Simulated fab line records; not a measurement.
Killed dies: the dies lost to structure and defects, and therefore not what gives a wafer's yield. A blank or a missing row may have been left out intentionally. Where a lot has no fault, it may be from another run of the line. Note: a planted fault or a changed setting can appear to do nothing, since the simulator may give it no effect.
Chamber matching -- flow n5_finfet -- rie_diel-01 running N5_GATE_CUT_ETCH_28: 4 sister chambers
The step etches underlayer in N2/H2, target depth 13 nm, time 10.4 s. 14 wafers are shown with their chamber, then 7 later ones without.

## WAFERS PAIRED WITH THEIR CHAMBERS
wafer,chamber,throttle_valve_pct (%),showerhead_plenum_p_Torr (Torr),drypump_motor_current_A (A)
L078.1,3,17.95,2.45,5.7
L078.2,1,18.21,2.45,5.9
L078.6,3,17.96,2.45,5.7
L079.1,3,17.97,2.44,5.7
L079.2,2,17.84,2.64,6.4
L079.5,1,18.21,2.45,5.9
L081.2,2,17.83,2.64,6.4
L081.5,0,17.59,2.60,5.8
L081.6,3,17.97,2.44,5.7
L084.2,0,17.60,2.60,5.8
L084.3,1,18.23,2.45,5.9
L084.4,2,17.85,2.63,6.3
L090.3,0,17.59,2.59,5.8
L090.4,3,17.97,2.44,5.7

SIGNATURES, as means of the wafers listed above
reading,chamber 0,chamber 1,chamber 2,chamber 3,scatter within a chamber
throttle_valve_pct,17.5933,18.2167,17.8400,17.9640,0.00924
showerhead_plenum_p_Torr,2.5967,2.4500,2.6367,2.4440,0.00503
drypump_motor_current_A,5.800,5.900,6.367,5.700,0.0258
Rule: for a wafer and a chamber, the distance is found by dividing, reading by reading, the gap between the wafer's reading and the chamber's mean by the reading's scatter, squaring, summing and taking the root. The wafer belongs to the nearest chamber; if the next one is less than 2 further off, it can't be placed. How the scatter is found: for the shown wafers, subtract from each reading the mean of its chamber, square and add these, divide the total by (wafers less chambers), then take the root.

## WAFERS MISSING THEIR CHAMBER
wafer,throttle_valve_pct (%),showerhead_plenum_p_Torr (Torr),drypump_motor_current_A (A)
L090.6,18.25,2.44,5.9
L095.1,18.25,2.44,5.9
L095.3,17.87,2.63,6.4
L095.5,17.98,2.43,5.7
L096.1,17.88,2.62,6.4
L096.2,18.01,2.43,5.7
L096.5,17.63,2.59,5.8

## THE CHAMBER EACH PASSED THROUGH
wafer,from the rows above,in truth
L090.6,1,1
L095.1,1,1
L095.3,2,2
L095.5,3,3
L096.1,2,2
L096.2,3,3
L096.5,0,0
Placed correctly: 7 of 7. From these rows, 0 cannot be placed. Wrongly placed: 0.
